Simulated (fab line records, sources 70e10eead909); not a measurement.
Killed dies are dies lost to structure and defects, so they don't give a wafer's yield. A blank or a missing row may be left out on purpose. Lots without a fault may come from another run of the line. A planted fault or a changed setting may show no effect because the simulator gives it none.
fab line records | flow nand_harc
record lots=13 wafers=39 last_day=33
route steps=1302 shown A_BONDPAD@1221 THIN_TSV@1268 END@1302
lots that met no fault: from a run of the same line without faults
start_h: hours from the record's first day to the start of the lot's first wafer shown | wait_h: hours since the lot's step before | " the same as in the row above | L1.1+2: a row that stands for several wafers | - no value, or no start given | * or withheld: withheld | < > ~ a bound
route shown NAME@n: a module of which the file shows steps, and the number in the route of the first | usual: mean/standard deviation of fault-free wafers | same: alike in all rows | chamber/n: place in a boat | sites: the reading at each site | _std_site: their standard deviation | _edge_site: outer sites' mean less inner sites' | radius_mm: how far each site lies from the wafer's centre | mask NAME#n: copy n | behind: the tool/chamber that last shaped the wafer | hold: why the lot was held/for how many hours/how that ended | device: the transistor (n, p or np) that didn't switch | end of line: the same wafers' tests at the end of the route | a step without rows: its recipe alone | killed: dies lost to structure and defects at the first sort, not the wafer's yield | map: a wafer's dies, x killed, . not, _ none there
set.NAME: the setting as run; set.NAME@STEP: as run at that earlier step | model.NAME: the simulator's own value behind a step, which no gauge read
steps of the route over a sample of lots; a table a step, a row a wafer
services: from which hour (start_h, from the record's first day; less than 0 if before it) a tool's chamber was out of use, for how many hours, and why
## steps
# step NHARC_A_BONDPAD_CD_MEAS_13
# usual cd_nm=499.8/1.6
# columns lot.wafer tool chamber start_h wait_h cd_nm
L102.2 cd_sem-01 - 531.68 - 499.0
L102.4 " - " " 498.1
L102.5 " - " " 499.2
L104.1 cd_sem-02 - 547.37 - 497.3
L104.2 " - " " 496.7
L104.3 " - " " 497.2
L105.1 cd_sem-01 - 566.70 - 502.4
L105.2 " - " " 502.5
L105.5 " - " " 501.5
L107.1 cd_sem-01 - 587.09 - 502.1
L107.3 " - " " 502.4
L107.4 " - " " 501.9
L109.3 cd_sem-01 - 612.37 - 498.6
L109.5 " - " " 498.6
L109.6 " - " " 499.7
L110.3 cd_sem-03 - 621.52 - 497.7
L110.4 " - " " 501.8
L110.6 " - " " 500.0
L112.1 cd_sem-02 - 649.31 - 499.2
L112.5 " - " " 499.7
L112.6 " - " " 496.6
L117.3 cd_sem-02 - 671.27 - 498.8
L117.5 " - " " 498.0
L117.6 " - " " 499.1
L119.2 cd_sem-01 - 697.88 - 501.6
L119.5 " - " " 498.6
L119.6 " - " " 502.9
L118.2 cd_sem-02 - 704.47 - 500.1
L118.5 " - " " 498.8
L118.6 " - " " 499.9
L120.2 cd_sem-01 - 724.15 - 500.0
L120.4 " - " " 499.1
L120.5 " - " " 500.9
L123.4 cd_sem-01 - 744.59 - 499.7
L123.5 " - " " 498.7
L123.6 " - " " 499.0
L122.1 cd_sem-01 - 751.19 - 498.1
L122.3 " - " " 500.2
L122.5 " - " " 498.1
# step NHARC_A_BONDPAD_PVD_17
# recipe target_thk_a=50 bias_v=168.6 power_w=15000 chamber_pressure_pa=0.12 time_s=8.06 substrate_temp_c=50 material=TaN
# usual cathode_dc_power_W=15000/2.6 throttle_valve_pct=30.1/0.87
# columns lot.wafer tool chamber start_h wait_h cathode_dc_power_W throttle_valve_pct
L102.4 pvd_sputter-02 - - - 15000 31.2
L102.2 " - " " 15003 29.0
L102.5 " - " " 15002 31.0
L104.2 pvd_sputter-03 - - - 15000 29.2
L104.1 " - " " 15002 28.4
L104.3 " - " " 14999 29.9
L105.1 pvd_sputter-01 - - - 15001 29.8
L105.2 " - " " 15002 30.7
L105.5 " - " " 15000 30.5
L107.1 pvd_sputter-03 - - - 15006 28.9
L107.3 " - " " 14998 28.1
L107.4 " - " " 14999 30.7
L109.3 pvd_sputter-03 - - - 14997 29.7
L109.6 " - " " 15001 30.0
L109.5 " - " " 14994 30.8
L110.3 pvd_sputter-03 - - - 15000 29.6
L110.4 " - " " 15004 28.9
L110.6 " - " " 15003 29.4
L112.1 pvd_sputter-02 - - - 15003 29.9
L112.6 " - " " 15000 31.3
L112.5 " - " " 15002 29.6
L117.3 pvd_sputter-03 - - - 15000 30.7
L117.5 " - " " 14997 28.1
L117.6 " - " " 14999 29.6
L119.2 pvd_sputter-02 - - - 15003 29.5
L119.6 " - " " 15001 30.5
L119.5 " - " " 14998 31.1
L118.2 pvd_sputter-02 - - - 14999 31.1
L118.5 " - " " 15003 30.4
L118.6 " - " " 15002 31.2
L120.4 pvd_sputter-02 - - - 14997 30.4
L120.2 " - " " 15001 31.1
L120.5 " - " " 15001 30.2
L123.4 pvd_sputter-01 - - - 14994 30.3
L123.5 " - " " 15003 29.9
L123.6 " - " " 14999 31.3
L122.3 pvd_sputter-02 - - - 15000 29.6
L122.1 " - " " 14997 30.7
L122.5 " - " " 14999 31.3
# step NHARC_A_BONDPAD_CMP_19
# recipe t_overpolish_s=30 cu_recess_touch_s=16 target_thk_nm=169.82
# usual motor_current_A=12.5/0.7 overpolish_run_s=30.000/0.0093 slurry_flow_ml_min=150.0/0.43
# columns lot.wafer tool chamber start_h wait_h motor_current_A overpolish_run_s slurry_flow_ml_min
L102.4 cmp-03 1 533.41 - 12.9 29.999 149.6
L102.2 " 2 " " 12.6 30.007 150.4
L102.5 " 1 " " 11.9 30.003 148.8
L104.2 cmp-03 1 549.13 - 12.4 29.996 149.6
L104.1 " 2 " " 12.0 30.016 149.8
L104.3 " 3 " " 11.5 29.983 150.7
L105.2 cmp-03 2 568.44 - 12.7 29.997 150.5
L105.1 " 0 " " 12.3 29.990 150.8
L105.5 " 1 " " 11.8 30.024 150.3
L107.1 cmp-01 1 588.80 - 12.6 29.996 150.0
L107.4 " 2 " " 13.0 30.001 149.9
L107.3 " 3 " " 11.7 29.992 149.6
L109.3 cmp-03 0 614.11 - 13.1 30.001 150.3
L109.5 " 3 " " 11.8 30.003 150.2
L109.6 " 0 " " 13.3 29.997 150.4
L110.3 cmp-03 0 623.33 - 13.0 29.988 150.3
L110.4 " 2 " " 12.0 29.982 150.0
L110.6 " 0 " " 13.1 30.004 150.5
L112.1 cmp-03 0 651.10 - 12.2 29.999 150.6
L112.5 " 1 " " 11.5 30.009 150.2
L112.6 " 2 " " 12.9 29.987 149.6
L117.3 cmp-01 2 672.99 - 12.7 30.000 150.8
L117.6 " 2 " " 13.0 29.996 150.1
L117.5 " 3 " " 11.9 30.016 149.8
L119.2 cmp-02 1 699.60 - 12.9 30.001 150.3
L119.5 " 1 " " 11.7 29.999 149.9
L119.6 " 2 " " 14.5 29.996 149.8
L118.2 cmp-03 2 706.22 - 12.1 29.998 150.4
L118.5 " 1 " " 12.0 30.002 149.9
L118.6 " 2 " " 12.4 29.989 150.3
L120.4 cmp-01 1 725.86 - 11.8 30.005 150.0
L120.2 " 2 " " 12.9 30.004 149.6
L120.5 " 1 " " 11.9 29.985 150.1
L123.4 cmp-01 0 746.63 - 12.9 29.987 150.0
L123.6 " 2 " " 12.5 29.997 149.9
L123.5 " 3 " " 11.4 30.004 150.8
L122.1 cmp-02 1 753.09 - 11.8 29.987 150.5
L122.3 " 2 " " 14.3 30.007 150.4
L122.5 " 3 " " 14.3 30.000 149.8
# step NHARC_THIN_TSV_ETCHBACK_48
# recipe target_depth_a=10285 over_etch_frac=0.3 time_s=405.17 ion_energy_ev=250 c4f8_flow_sccm=withheld ar_flow_sccm=withheld rf_w=600 bias_w=300 chemistry=C4F8/Ar
# usual oes_product_au=0.94/0.032 over_etch_frac=0.3/0 rf_vpp_V=548/3.6
# columns lot.wafer tool chamber start_h wait_h oes_product_au over_etch_frac rf_hours_counter_h rf_vpp_V
L102.4 rie_diel-13 2 551.98 - 1.00 0.3 0.6 547
L102.2 " 3 " " 1.00 0.3 0.8 552
L102.5 " 1 " " 1.00 0.3 - 554
L104.1 rie_diel-13 2 564.31 - 0.92 0.3 1.7 545
L104.2 " 3 " " 0.93 0.3 1.8 554
L104.3 " 0 " " 0.92 0.3 1.9 547
L105.2 rie_diel-13 2 583.24 - 0.92 0.3 2.6 547
L105.1 " 3 " " 0.92 0.3 2.6 552
L105.5 " 3 " " 0.91 0.3 - 553
L107.3 rie_diel-12 0 604.15 - 0.92 0.3 10.5 541
L107.1 " 1 " " 0.92 0.3 10.2 547
L107.4 " 2 " " 0.93 0.3 - 547
L109.3 rie_diel-12 3 633.08 - 1.00 0.3 0.3 547
L109.5 " 2 " " 1.01 0.3 - 548
L109.6 " 3 " " 1.00 0.3 - 545
L110.3 rie_diel-13 2 639.82 - 0.96 0.3 5.2 545
L110.4 " 3 " " 0.92 0.3 - 552
L110.6 " 0 " " 0.91 0.3 - 547
L112.1 rie_diel-13 3 666.59 - 0.93 0.3 7.6 552
L112.5 " 0 " " 0.92 0.3 - 548
L112.6 " 1 " " 0.99 0.3 - 554
L117.3 rie_diel-13 0 688.57 - 0.91 0.3 9.0 547
L117.5 " 0 " " 0.91 0.3 - 546
L117.6 " 1 " " 0.92 0.26166 - 552
L119.2 rie_diel-13 2 714.80 - 0.98 0.26166 0.6 547
L119.5 " 0 " " 0.95 0.3 - 548
L119.6 " 1 " " 0.98 0.26166 - 553
L118.2 rie_diel-13 3 722.52 - 1.01 0.26166 0.9 552
L118.6 " 2 " " 1.01 0.26166 - 546
L118.5 " 3 " " 1.00 0.3 - 552
L120.2 rie_diel-12 1 748.83 - 0.93 0.3 6.6 546
L120.4 " 2 " " 0.93 0.3 5.4 548
L120.5 " 1 " " 0.93 0.3 - 547
L123.4 rie_diel-06 0 760.70 - 0.93 0.3 3.6 551
L123.5 " 2 " " 0.92 0.3 - 552
L123.6 " 3 " " 0.93 0.3 - 543
L122.1 rie_diel-12 0 768.32 0.5 0.93 0.3 7.6 543
L122.3 " 3 " " 0.92 0.3 6.2 546
L122.5 " 1 " " 0.93 0.3 - 546
# step NHARC_END_SORT_01
# recipe temp_c=25
# usual defect_limited_yield=90.6/2.7 killed_at_array=59/19 killed_at_other=0.6/0.85 killed_at_periphery=3.8/2.5 killed_dies=64/19 killed_open=3.3/1.8 killed_short=2.2/1.6
# same gross_dies=677
# columns lot.wafer tool chamber start_h wait_h defect_limited_yield[%] killed_at_array killed_at_other killed_at_periphery killed_dies killed_open killed_short
L112.1 prober-01 0 681.68 2.5 88.0 73 2 6 81 4 5
L112.5 prober-01 0 684.88 3.7 87.9 77 0 5 82 3 4
L112.6 prober-01 0 685.69 4.0 90.7 61 1 1 63 3 1
# killed by level:class
L112.1 A_SLIT:chamber_film_flake=35 A_CHANNEL_HOLE_D1:chamber_film_flake=24 A_STAIRCASE:chamber_film_flake=7 P_GATE:chamber_film_flake=3 A_CHANNEL_FILL_D2:geometric_particle:short=2 P_STI:geometric_particle:open=1 P_CONTACT:geometric_particle:open=1 P_M0:geometric_particle:short=1
L112.5 A_CHANNEL_HOLE_D1:chamber_film_flake=31 A_SLIT:chamber_film_flake=30 A_STAIRCASE:chamber_film_flake=4 A_WL_FILL:chamber_film_flake=3 A_CHANNEL_HOLE_D1:geometric_particle:short=2 A_WL_FILL:geometric_particle:short=2 P_GATE:chamber_film_flake=2 P_BONDPAD:chamber_film_flake=2
L112.6 A_SLIT:chamber_film_flake=24 A_CHANNEL_HOLE_D1:chamber_film_flake=23 A_STAIRCASE:chamber_film_flake=5 A_DECK1_JOINT:chamber_film_flake=2 A_CHANNEL_HOLE_D1:geometric_particle:open=1 A_DECK1_JOINT:geometric_particle:open=1 A_WL_FILL:geometric_particle:short=1 A_WL_FILL:geometric_particle:open=1
## services
# columns tool chamber start_h hours kind
rie_diel-13 1 509.19 7.9 repair
rie_diel-13 - 519.00 9.0 pm
cmp-01 - 528.89 2.1 repair
cmp-03 - 540.96 0.5 repair
cmp-01 - 553.45 1.9 repair
cmp-03 - 554.00 4.0 pm
pvd_sputter-03 - 561.36 10.0 pm
rie_diel-12 2 569.46 4.2 repair
cmp-03 - 571.65 4.2 repair
rie_diel-12 1 575.48 4.4 repair
cmp-01 - 577.57 4.0 pm
pvd_sputter-03 - 579.22 2.2 repair
pvd_sputter-03 - 590.04 2.5 repair
rie_diel-13 2 611.43 3.1 repair
cmp-03 - 623.95 6.7 repair
pvd_sputter-02 - 638.00 10.0 pm
rie_diel-13 1 639.10 10.3 repair
cmp-03 - 652.00 4.0 pm
pvd_sputter-03 - 672.85 3.6 repair
pvd_sputter-02 - 678.02 1.4 repair
rie_diel-13 - 696.02 9.0 pm
pvd_sputter-03 - 724.30 5.8 repair
pvd_sputter-03 - 739.36 10.0 pm
cmp-03 - 750.12 4.0 pm
## key
first_sign step=NHARC_THIN_TSV_ETCHBACK_48 reading=over_etch_frac direction=down sigmas=99+ usual=0.3 struck=0.26166
effect none on later readings
met_at NHARC_THIN_TSV_ETCHBACK_48
struck_lots L117,L118,L119
struck_wafers L117.6,L118.2,L118.6,L119.2,L119.6
not_acting_at NHARC_A_BONDPAD_CD_MEAS_13,NHARC_A_BONDPAD_PVD_17,NHARC_A_BONDPAD_CMP_19
onset_between 666.59 688.57
fault kind=process_parameter_drift tool=rie_diel-13 chamber=- onset_h=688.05 steps=NHARC_THIN_TSV_ETCHBACK_48 channel=over_etch_frac offset=-0.03834 shape=step end_h=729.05 scope=struck_wafers_only acts_in=these_recipes_only stated=0.3
